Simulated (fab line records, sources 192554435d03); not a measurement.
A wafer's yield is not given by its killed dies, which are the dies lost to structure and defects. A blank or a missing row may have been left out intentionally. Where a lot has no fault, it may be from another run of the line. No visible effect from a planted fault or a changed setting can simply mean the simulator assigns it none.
Comparing a struck lot with a sound one || flow n5Finfet || 14 steps out of a route of 1938
Sound: wafers L492.1, L492.3, L492.6. Wafers L484.2, L484.4, L484.5 were the ones struck. Last of all comes the cause.
For every step that has rows: the tool of each side, followed by ch and its chambers, followed by its first start. Under that, the readings that differ: sound wafers || struck wafers || difference of the means || sigmas: that difference in standard deviations of wafers without a fault.
alike: readings with means less than 2 such deviations apart, plus words and numbers identical on both sides. not compared: withheld readings, readings lacking a value on some wafer, bounds such as >300 that could conceal the same value, and numbers that have no deviation in the record and whose values overlap.
A row with sigmas, a row that says differs or no value, or rows on one side alone: a step with any of these is where the two part. When numbers do not overlap yet have no deviation, they are printed without sigmas and do not part them. A reading that every wafer of one side lacks parts them only if that side has two wafers or more.

N5_BEOL_M2_RS_MEAS_58: measurement is done with a four-point probe.
  sound on filmMetro-01 at day 11 16:58; struck on filmMetro-02 at day 10 05:29
  alike: M2_RS
N5_BEOL_M2_INSPECT_59: inspects for defects (darkfield).
  sound on defectInspect-01 at day 11 16:59; struck on defectInspect-01 at day 10 05:31
  alike: rawDefectCount
N5_BEOL_M3_ILD_DEP_00: deposits SiOC from DEMS/O2, target thk 79 nm, time 15.3 s.
  sound on pecvd-04 ch 0,2, day 11 17:02; struck on pecvd-04 ch 0,1,2, day 10 05:33
  alike: heaterPowerW, showerheadPlenumPTorr, throttleValvePct
N5_BEOL_M3_THK_MEAS_01:
  sound on filmMetro-01 at day 11 17:05; struck on filmMetro-01 at day 10 05:37
  alike: M3_ILD_THK
N5_BEOL_M3_PECVD_72: deposits SiO2 from TEOS/O2, target thk 16 nm, time 18 s.
  sound on pecvd-04 ch 1,2, day 11 17:08; struck on pecvd-01 ch 1,2, day 10 05:40
  alike: heaterPowerW, showerheadPlenumPTorr, throttleValvePct
N5_BEOL_M3_HM_DEP_02: deposits TiN, target thk 20 nm.
  sound on pvdSputter-03 at day 11 17:35; struck on pvdSputter-01 at day 10 06:05
  alike: throttleValvePct
then, 6 steps without rows for these wafers: N5_BEOL_M3_COAT_61 (time 60 s, resist thk 60 nm); N5_BEOL_M3_COAT_62 (time 60 s, resist thk 12 nm); N5_BEOL_M3_COAT_73 (time 60 s, resist thk 5 nm); N5_BEOL_M3_COAT_05 (resist thk 30 nm); N5_BEOL_M3_EBR_07; N5_BEOL_M3_SOFTBAKE_06 (time 60 s).
N5_BEOL_M3_EXPOSE_08: exposes mask M3.
  sound on euvScanner-02 ch 0, day 11 17:51; struck on euvScanner-02, day 10 06:32
  no value came back on the struck wafers for dipoleOpeningDeg (degrees), exposureDoseMJCm2; on the sound wafers dipoleOpeningDeg (degrees) reads 79.7 79.7 79.7
  alike: mask
then, 1 step without rows for these wafers: N5_BEOL_M3_PEB_09 (peb time 60 s).

## WHERE THEY PART
Only at N5_BEOL_M3_EXPOSE_08, within this record.

WHY: whatever the simulator had introduced
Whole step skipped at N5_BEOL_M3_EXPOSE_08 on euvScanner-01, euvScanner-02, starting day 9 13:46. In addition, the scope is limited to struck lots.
